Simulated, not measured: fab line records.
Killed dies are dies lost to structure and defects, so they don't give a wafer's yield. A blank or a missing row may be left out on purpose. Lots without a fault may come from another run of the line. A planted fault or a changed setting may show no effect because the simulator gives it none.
Chamber matching -- flow n5-finfet -- rie-diel-04 running N5_PMOS_HMC_CHANNEL_EPI_STRIP_33: 4 sister chambers
The step strips in N2/H2. 14 wafers are shown with their chamber, then 7 later ones without.

== WAFERS WITH THEIR CHAMBER ==
wafer,chamber,showerhead-plenum-p-Torr (Torr),drypump-motor-current-A (A),oes-product-au (a.u.)
L075.2,0,3.21,6.4,0.72
L075.4,2,3.53,5.4,0.77
L075.6,2,3.53,5.4,0.78
L078.3,1,3.35,5.8,0.69
L078.4,0,3.21,6.3,0.71
L078.5,2,3.53,5.4,0.78
L083.1,0,3.20,6.3,0.70
L083.2,2,3.53,5.4,0.76
L083.4,3,3.45,5.4,0.92
L088.2,3,3.44,5.4,0.91
L088.3,0,3.20,6.3,0.70
L088.5,3,3.44,5.4,0.90
L090.1,3,3.44,5.4,0.91
L090.4,3,3.44,5.4,0.89

SIGNATURES (averages over the wafers above)
reading,chamber 0,chamber 1,chamber 2,chamber 3,scatter within a chamber
showerhead-plenum-p-Torr,3.2050,3.3500,3.5300,3.4420,0.00424
drypump-motor-current-A,6.325,5.800,5.400,5.400,0.0274
oes-product-au,0.7075,0.6900,0.7725,0.9060,0.0103
Rule: a wafer's distance from a chamber is the root of the sum, over the readings, of the square of ((its reading less the chamber's mean) divided by the reading's scatter). The wafer belongs to the nearest chamber; if the next one is less than 2 further off, it can't be placed. The scatter: take each reading less its chamber's mean, square it, sum over the shown wafers, divide by the number of wafers less the number of chambers, and take the root.

== WAFERS WHOSE CHAMBER IS MISSING ==
wafer,showerhead-plenum-p-Torr (Torr),drypump-motor-current-A (A),oes-product-au (a.u.)
L090.5,3.19,6.3,0.70
L093.1,3.19,6.4,0.69
L093.2,3.43,5.4,0.87
L093.4,3.19,6.3,0.69
L097.2,3.43,5.4,0.84
L097.4,3.33,5.8,0.67
L097.5,3.18,6.3,0.67

== WHICH CHAMBER EACH WENT THROUGH ==
wafer,from the rows above,in truth
L090.5,0,0
L093.1,0,0
L093.2,3,3
L093.4,0,0
L097.2,3,3
L097.4,1,1
L097.5,0,0
Correct placement for 7 of the 7. Not placeable from these rows: 0. Wrongly placed: 0.
